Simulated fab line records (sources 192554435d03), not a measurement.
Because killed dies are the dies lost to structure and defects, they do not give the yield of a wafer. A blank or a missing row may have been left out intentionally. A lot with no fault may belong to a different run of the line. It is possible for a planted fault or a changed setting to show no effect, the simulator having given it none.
fab line records -- flow n5Finfet
record: lots: 7, wafers: 19, lastDay: 18
route steps=1938 shown FIN_CUT@175 STI_FIN_REVEAL@183 BEOL_M4@1111
lots untouched by any fault: they come from a run of this same line in which no faults occurred
startH: hours from the record's first day to the start of the lot's first wafer shown -- waitH: hours since the lot's step before -- " identical to the entry in the row above -- L1.1+2: one row covering several wafers at once -- - no value, or no start was given -- * or withheld: withheld -- < > ~ a bound
route shown NAME@n: NAME is a module with steps in the file, n the number in the route of the first one -- usual: average and standard deviation across the fault-free wafers -- same: alike in all rows -- chamber/n: place in a boat -- sites: each site's reading -- _std_site: the values' standard deviation -- _edge_site: the outer-site mean with the inner-site mean subtracted -- radiusMm: how far each site lies from the wafer's centre -- mask NAME#n: copy n -- behind: the last tool/chamber to shape the wafer -- hold: the reason the lot was held/the length of the hold in hours/how it ended -- device: whichever transistor did not switch (one of n, p or np) -- end of line: tests of these same wafers at the route's end -- a step given without rows: its recipe and nothing more -- killed: count of dies lost to structure and defects at first sort (not the wafer's yield) -- map: shows each die of a wafer: x if killed, . if not, _ if none is there
set.NAME: the setting as run; set.NAME@STEP: as run at that earlier step -- model.NAME: the simulator's own value behind a step, which no gauge read
certain route steps with their lots: each step a table, each wafer a row
services: the hour from which a tool's chamber was out of use, counted from the record's first day as startH (under 0 if before that day), plus the number of hours and why
== steps ==
step: N5_FIN_CUT_PRECLEAN_35
recipe: timeS: 13.3, tempC: 45, pressureTorr: 125, pHfTorr: 3, pCoreactantTorr: 25, chemistry: vHF
usual: drypumpMotorCurrentA: 5.9/0.6
lot.wafer,tool,chamber,startH,waitH,drypumpMotorCurrentA
L207.1,vaporEtch-01,1,45.56,0.1,6.1
L207.3,vaporEtch-01,1,45.56,0.1,6.0
L207.6,vaporEtch-01,0,45.56,0.1,6.1
L210.1,vaporEtch-01,0,63.25,0.0,6.1
L210.5,vaporEtch-01,0,63.25,0.0,6.1
L210.6,vaporEtch-01,1,63.25,0.0,6.1
L213.3,vaporEtch-02,1,81.80,0.1,6.6
L213.5,vaporEtch-02,0,81.80,0.1,5.1
L213.6,vaporEtch-02,1,81.80,0.1,6.6
L215.1,vaporEtch-02,0,96.65,0.1,5.1
L215.3,vaporEtch-02,0,96.65,0.1,5.1
L215.5,vaporEtch-02,0,96.65,0.1,5.1
L221.4,vaporEtch-01,0,129.27,0.1,6.1
L221.5,vaporEtch-01,1,129.27,0.1,6.1
L221.6,vaporEtch-01,0,129.27,0.1,6.1
L222.3,vaporEtch-01,1,136.05,0.1,6.1
L222.5,vaporEtch-01,0,136.05,0.1,6.1
L226.3,vaporEtch-01,0,160.15,0.1,6.1
L226.6,vaporEtch-01,0,160.15,0.1,6.1
step: N5_FIN_CUT_CUT_ETCH_15
recipe: chemistry: HBr/Cl2/O2, target: Si, targetDepthA: 1000, btTimeS: 10, maskMaterial: SOC, timeS: 42.4, ionEnergyEv: *, biasW: *, pressureMtorr: 10, icpW: 800, HBr_flow_sccm: 150, Cl2_flow_sccm: 80, O2_flow_sccm: 12
usual: drypumpMotorCurrentA: 5.6/0.61, oesProductAu: 1.003/0.013, throttleValvePct: 37.3/0.4
lot.wafer,tool,chamber,startH,waitH,drypumpMotorCurrentA,oesProductAu,rfHoursCounterH,throttleValvePct
L207.1,rieSi-05,1,45.64,0.1,5.4,1.001,41,37.1
L207.3,rieSi-05,2,45.64,0.1,6.4,1.024,3,37.6
L207.6,rieSi-05,2,45.64,0.1,6.4,1.029,-,37.6
L210.1,rieSi-04,2,63.33,0.1,5.5,1.029,7,37.4
L210.5,rieSi-04,1,63.33,0.1,6.0,0.987,-,36.9
L210.6,rieSi-04,2,63.33,0.1,5.5,1.029,-,37.4
L213.3,rieSi-04,0,81.87,0.0,4.7,1.000,80,36.7
L213.5,rieSi-04,1,81.87,0.0,6.0,0.996,-,36.9
L213.6,rieSi-04,2,81.87,0.0,5.5,1.029,-,37.4
L215.1,rieSi-03,0,96.79,0.1,4.9,0.995,90,37.1
L215.3,rieSi-03,1,96.79,0.1,5.3,1.001,19,37.0
L215.5,rieSi-03,3,96.79,0.1,6.7,0.994,-,37.6
L221.4,rieSi-03,3,129.36,0.1,6.7,0.984,-,37.6
L221.5,rieSi-03,1,129.36,0.1,5.3,0.996,-,37.0
L221.6,rieSi-03,2,129.36,0.1,5.9,1.018,-,37.2
L222.3,rieSi-03,2,136.11,0.0,5.9,1.007,190,37.2
L222.5,rieSi-03,3,136.11,0.0,6.7,0.997,-,37.6
L226.3,rieSi-03,3,160.21,0.0,6.7,0.991,99,37.6
L226.6,rieSi-03,0,160.21,0.0,4.9,0.987,-,37.1
step: N5_FIN_CUT_CUT_ETCH_28
recipe: chemistry: HBr/Cl2/O2, target: Si, targetDepthA: 60, maskMaterial: SOC, timeS: 2.4, ionEnergyEv: *, biasW: *, pressureMtorr: 10, icpW: 800, HBr_flow_sccm: 150, Cl2_flow_sccm: 80, O2_flow_sccm: 12
usual: drypumpMotorCurrentA: 5.6/0.61, oesProductAu: 1.003/0.014, throttleValvePct: 37.3/0.39
lot.wafer,tool,chamber,startH,waitH,drypumpMotorCurrentA,oesProductAu,rfHoursCounterH,throttleValvePct
L207.1,rieSi-05,1,45.70,0.0,5.4,1.012,41,37.2
L207.3,rieSi-05,2,45.70,0.0,6.4,1.034,3,37.6
L207.6,rieSi-05,2,45.70,0.0,6.4,1.029,-,37.6
L210.1,rieSi-04,2,63.39,0.0,5.6,1.040,7,37.4
L210.5,rieSi-04,1,63.39,0.0,6.0,0.987,-,36.9
L210.6,rieSi-04,2,63.39,0.0,5.5,1.024,-,37.4
L213.3,rieSi-04,0,81.92,0.0,4.7,1.003,80,36.7
L213.5,rieSi-04,1,81.92,0.0,6.0,0.977,-,36.8
L213.6,rieSi-04,2,81.92,0.0,5.5,1.026,-,37.4
L215.1,rieSi-03,0,96.85,0.0,4.9,0.988,90,37.1
L215.3,rieSi-03,1,96.85,0.0,5.3,1.004,19,37.0
L215.5,rieSi-03,3,96.85,0.0,6.7,0.991,-,37.6
L221.4,rieSi-03,3,129.41,0.0,6.7,0.995,-,37.6
L221.5,rieSi-03,1,129.41,0.0,5.3,1.004,-,37.0
L221.6,rieSi-03,2,129.41,0.0,5.9,1.016,-,37.2
L222.3,rieSi-03,2,136.16,0.0,5.9,1.015,190,37.2
L222.5,rieSi-03,3,136.16,0.0,6.7,0.999,-,37.6
L226.3,rieSi-03,3,160.26,0.0,6.7,0.988,99,37.6
L226.6,rieSi-03,0,160.26,0.0,5.0,0.987,-,37.1
step: N5_FIN_CUT_STRIP_22
recipe: chemistry: N2/H2, powerW: 500, tempC: 40, pressureMtorr: 50, rfFrequencyHz: 6e+07, overashFraction: 0.3, biasPowerW: 8, h2Frac: 0.5, n2FlowSccm: 300, h2FlowSccm: 300
step: N5_FIN_CUT_PRECLEAN_36
recipe: chemistry: O3/DIW, timeS: 60, tempC: 22, o3Ppm: 10
step: N5_FIN_CUT_SRD_32
recipe: dry: ipaMarangoni, timeS: 30, tempC: 23, rinseLiquid: diw
step: N5_FIN_CUT_UV_OZONE_34
recipe: timeS: 120, pressureTorr: 760, tempC: 25
step: N5_FIN_CUT_INSPECT_17
recipe: inspectInstrument: brightfield, mode: aei
usual: rawDefectCount: 234/70
lot.wafer,tool,chamber,startH,waitH,rawDefectCount
L207.1,defectInspect-02,-,45.93,0.0,251
L207.3,defectInspect-02,-,45.93,0.0,182
L207.6,defectInspect-02,-,45.93,0.0,218
L210.1,defectInspect-02,-,63.62,0.0,165
L210.5,defectInspect-02,-,63.62,0.0,130
L210.6,defectInspect-02,-,63.62,0.0,320
L213.3,defectInspect-02,-,82.15,0.0,222
L213.5,defectInspect-02,-,82.15,0.0,247
L213.6,defectInspect-02,-,82.15,0.0,268
L215.1,defectInspect-02,-,97.08,0.0,230
L215.3,defectInspect-02,-,97.08,0.0,398
L215.5,defectInspect-02,-,97.08,0.0,172
L221.4,defectInspect-02,-,129.62,0.0,153
L221.5,defectInspect-02,-,129.62,0.0,152
L221.6,defectInspect-02,-,129.62,0.0,137
L222.3,defectInspect-01,-,136.52,0.0,210
L222.5,defectInspect-01,-,136.52,0.0,264
L226.3,defectInspect-01,-,160.49,0.0,356
L226.6,defectInspect-01,-,160.49,0.0,227
step: N5_STI_FIN_REVEAL_ALD_00
recipe: material: SiO2, targetThkA: 10, tempC: 300, aldPrecursorFamily: BDEAS, aldCoReactant: O2-plasma, pulseTimeS: 1, pressureTorr: 2
usual: heaterPowerW: 468/49, precursorPulseHeightRel: 0.997/0.019
same: pulseTimeS: 1
lot.wafer,tool,chamber,startH,waitH,heaterPowerW,precursorPulseHeightRel
L207.1,aldSin-03,0,46.36,0.4,539,0.951
L207.3,aldSin-03,2,46.36,0.4,397,0.996
L207.6,aldSin-03,1,46.36,0.4,414,1.007
L210.1,aldSin-03,1,63.65,0.0,431,1.000
L210.5,aldSin-03,2,63.65,0.0,392,0.992
L210.6,aldSin-03,1,63.65,0.0,420,1.010
L213.3,aldSin-04,2,82.23,0.1,528,1.005
L213.5,aldSin-04,2,82.23,0.1,543,0.990
L213.6,aldSin-04,1,82.23,0.1,454,0.990
L215.1,aldSin-01,3,97.11,0.0,492,0.994
L215.3,aldSin-01,1,97.11,0.0,444,1.007
L215.5,aldSin-01,2,97.11,0.0,480,1.023
L221.4,aldSin-01,3,129.79,0.2,483,0.949
L221.5,aldSin-01,2,129.79,0.2,481,1.030
L221.6,aldSin-01,1,129.79,0.2,433,0.977
L222.3,aldSin-03,1,136.56,0.0,399,1.009
L222.5,aldSin-03,1,136.56,0.0,409,0.992
L226.3,aldSin-04,3,160.80,0.3,508,1.018
L226.6,aldSin-04,3,160.80,0.3,510,0.998
step: N5_STI_FIN_REVEAL_ALD_14
recipe: material: Si3N4, targetThkA: 30, tempC: 400, aldPrecursorFamily: SiH2I2, aldCoReactant: N2/H2-plasma, pressureTorr: 2
usual: heaterPowerW: 837/84
lot.wafer,tool,chamber,startH,waitH,heaterPowerW
L207.1,aldSin-03,0,46.41,0.0,925
L207.3,aldSin-03,2,46.41,0.0,719
L207.6,aldSin-03,1,46.41,0.0,776
L210.1,aldSin-03,1,63.70,0.0,753
L210.5,aldSin-03,2,63.70,0.0,702
L210.6,aldSin-03,1,63.70,0.0,758
L213.3,aldSin-04,2,82.28,0.0,940
L213.5,aldSin-04,2,82.28,0.0,931
L213.6,aldSin-04,1,82.28,0.0,789
L215.1,aldSin-01,3,97.16,0.0,857
L215.3,aldSin-01,1,97.16,0.0,763
L215.5,aldSin-01,2,97.16,0.0,864
L221.4,aldSin-01,3,129.84,0.0,873
L221.5,aldSin-01,2,129.84,0.0,891
L221.6,aldSin-01,1,129.84,0.0,800
L222.3,aldSin-03,1,136.61,0.0,719
L222.5,aldSin-03,1,136.61,0.0,750
L226.3,aldSin-04,3,160.85,0.0,933
L226.6,aldSin-04,3,160.85,0.0,906
step: N5_STI_FIN_REVEAL_FCVD_FILL_01
recipe: material: SiO2_flowable, targetThkA: 3120, tempC: 100, pressureTorr: 0.8, rfW: 2000, timeS: 512.2
step: N5_STI_FIN_REVEAL_DENSIFY_02
recipe: tempC: 650, ambient: steam, timeS: 1800, idleTempC: 400, densificationPH2oTorr: 640
step: N5_STI_FIN_REVEAL_CMP_04
recipe: stopOn: Si3N4, tOverpolishS: 4, downForcePsi: 2, platenRpm: 54.18, postCmpClean: alkalineBrush, padVelocityMS: 1.078, targetThkNm: 131.83
usual: motorCurrentA: 8.0/1, overpolishRunS: 4.001/0.0093, retainingRingPressureFrac: 1.000/0.0049, timeToEndpointS: 105/5.1
lot.wafer,tool,chamber,startH,waitH,motorCurrentA,overpolishRunS,retainingRingPressureFrac,timeToEndpointS
L207.3,cmp-04,0,52.05,0.0,7.1,4.002,0.999,98
L207.1,cmp-04,2,52.05,0.0,8.9,4.010,0.992,109
L207.6,cmp-04,1,52.05,0.0,7.8,3.987,1.011,106
L210.1,cmp-02,3,68.85,0.1,9.3,4.011,0.994,101
L210.5,cmp-02,0,68.85,0.1,6.5,4.012,1.002,100
L210.6,cmp-02,1,68.85,0.1,6.9,3.989,1.001,108
L213.3,cmp-01,3,87.39,0.1,7.4,3.995,1.002,101
L213.6,cmp-01,1,87.39,0.1,9.7,4.001,1.002,103
L213.5,cmp-01,2,87.39,0.1,9.2,4.010,1.008,103
L215.3,cmp-04,2,102.20,0.0,10.0,4.005,1.005,110
L215.1,cmp-04,3,102.20,0.0,7.1,3.992,1.002,105
L215.5,cmp-04,3,102.20,0.0,6.8,4.019,0.999,106
L221.4,cmp-02,3,135.60,0.2,9.0,4.018,1.001,108
L221.6,cmp-02,0,135.60,0.2,6.7,3.990,1.002,219
L221.5,cmp-02,1,135.60,0.2,7.2,3.993,1.000,112
L222.3,cmp-02,2,141.76,0.1,7.7,3.983,0.997,228
L222.5,cmp-02,3,141.76,0.1,8.7,4.000,0.994,108
L226.3,cmp-02,3,165.93,0.1,8.7,4.017,1.010,231
L226.6,cmp-02,2,165.93,0.1,8.6,3.997,1.002,226
step: N5_STI_FIN_REVEAL_THK_MEAS_05
usual: thkNm: 131.8/0.96
lot.wafer,tool,chamber,startH,waitH,thkNm
L207.1,filmMetro-02,-,52.35,-,134.2
L207.3,filmMetro-02,-,52.35,-,132.5
L207.6,filmMetro-02,-,52.35,-,132.3
L210.1,filmMetro-02,-,69.03,-,130.8
L210.5,filmMetro-02,-,69.03,-,129.8
L210.6,filmMetro-02,-,69.03,-,131.2
L213.3,filmMetro-01,-,87.61,-,131.5
L213.5,filmMetro-01,-,87.61,-,131.5
L213.6,filmMetro-01,-,87.61,-,131.3
L215.1,filmMetro-02,-,102.49,-,131.2
L215.3,filmMetro-02,-,102.49,-,132.0
L215.5,filmMetro-02,-,102.49,-,131.5
L221.4,filmMetro-01,-,135.78,-,131.2
L221.5,filmMetro-01,-,135.78,-,133.2
L221.6,filmMetro-01,-,135.78,-,133.8
L222.3,filmMetro-01,-,141.94,-,134.0
L222.5,filmMetro-01,-,141.94,-,130.8
L226.3,filmMetro-01,-,166.18,-,134.1
L226.6,filmMetro-01,-,166.18,-,134.4
step: N5_BEOL_M4_RC_MEAS_101
usual: DIBL_N: 36.3/1.9, DIBL_P: 36.0/2.1, IOFF_N: 0.16/0.031, IOFF_P: 0.21/0.035, ION_N: 675/14, ION_P: 464/8.5, SS_N: 71.5/0.6, SS_P: 73.3/0.72, VT_N: 250/3.2, VT_P: -250/3.1
lot.wafer,tool,chamber,startH,waitH,DIBL_N[mV/V],DIBL_P[mV/V],IOFF_N[nA/um],IOFF_P[nA/um],ION_N[uA/um],ION_P[uA/um],SS_N[mV/dec],SS_P[mV/dec],VT_N[mV],VT_P[mV]
L207.1,prober-01,0,182.85,0.0,37.0,39.3,0.19,0.24,691,469,71.5,75.0,243,-250
L207.3,prober-01,0,182.85,0.0,39.5,42.1,0.25,0.29,700,472,72.5,74.8,242,-249
L207.6,prober-01,0,182.85,0.0,35.5,37.8,0.18,0.22,704,483,70.8,73.7,244,-250
L210.1,prober-02,0,198.27,0.0,38.9,37.7,0.18,0.23,687,463,71.9,73.9,248,-250
L210.5,prober-02,0,198.27,0.0,38.9,38.4,0.19,0.24,706,476,71.7,74.3,250,-250
L210.6,prober-02,0,198.27,0.0,37.5,36.1,0.18,0.20,678,467,71.7,73.4,248,-249
L213.3,prober-01,0,209.22,0.3,32.9,34.8,0.12,0.16,653,451,70.9,72.7,254,-254
L213.5,prober-01,0,209.22,0.3,35.5,37.2,0.15,0.20,653,447,72.0,73.5,253,-252
L213.6,prober-01,0,209.22,0.3,35.7,38.1,0.15,0.20,657,451,72.1,73.6,252,-251
L215.1,prober-01,0,295.46,0.0,37.8,35.8,0.18,0.22,679,465,70.9,72.6,251,-249
L215.3,prober-01,0,295.46,0.0,34.0,32.2,0.12,0.18,685,467,70.2,72.3,255,-248
L215.5,prober-01,0,295.46,0.0,37.2,36.0,0.18,0.24,704,478,71.2,73.6,246,-247
L222.3,prober-02,0,307.86,0.3,37.7,36.8,0.16,0.23,670,464,71.4,73.8,247,-245
L222.5,prober-02,0,307.86,0.3,37.7,36.6,0.16,0.22,670,459,71.6,73.1,249,-250
L221.4,prober-01,0,313.87,0.5,39.4,36.5,0.20,0.22,678,456,71.4,72.8,248,-252
L221.5,prober-01,0,313.87,0.5,39.2,36.7,0.18,0.22,679,464,71.8,73.6,252,-252
L221.6,prober-01,0,313.87,0.5,38.0,36.6,0.16,0.22,673,461,71.7,74.1,251,-248
L226.3,prober-02,0,324.89,0.3,33.4,33.9,0.11,0.20,652,462,71.5,71.7,255,-248
L226.6,prober-02,0,324.89,0.3,34.1,34.3,0.13,0.20,683,478,72.3,72.5,253,-250
== services ==
tool,chamber,startH,hours,kind
aldSin-04,3,21.68,7.6,repair
rieSi-05,2,23.97,1.3,repair
rieSi-04,2,28.68,1.0,repair
cmp-01,-,36.39,10.9,pm
rieSi-04,0,37.80,2.8,repair
aldSin-01,-,43.13,2.8,pm
vaporEtch-01,-,45.21,0.3,repair
rieSi-05,1,61.31,6.5,repair
aldSin-01,0,64.24,46.6,repair
rieSi-04,-,76.99,0.3,repair
aldSin-01,3,77.88,15.3,repair
aldSin-01,2,78.13,2.4,repair
rieSi-04,0,82.15,13.6,repair
cmp-04,-,84.65,1.4,repair
aldSin-03,-,85.52,14.0,pm
cmp-04,-,93.13,3.8,repair
vaporEtch-02,1,95.42,14.7,repair
cmp-04,-,104.29,4.8,pm
cmp-04,-,110.98,0.7,repair
aldSin-03,-,111.24,6.0,pm
rieSi-03,0,125.66,9.2,repair
rieSi-03,-,129.77,0.4,repair
cmp-01,-,156.94,4.0,pm
aldSin-03,-,157.30,0.3,repair
== key ==
firstSign: step: N5_STI_FIN_REVEAL_CMP_04, reading: timeToEndpointS, direction: up, sigmas: 24, usual: *, struck: *
effect: step: N5_STI_FIN_REVEAL_THK_MEAS_05, reading: thkNm, direction: up, sigmas: 2.4, usual: *, struck: *
metAt N5_STI_FIN_REVEAL_CMP_04
struckWafers L221.6,L222.3,L226.3,L226.6
onsetBetween 68.85 135.60
fault: kind: processParameterDrift, tool: cmp-02, chamber: -, onsetH: 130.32, steps: N5_STI_FIN_REVEAL_CMP_04, channel: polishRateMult, offset: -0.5, shape: step, endH: 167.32, scope: struckWafersOnly
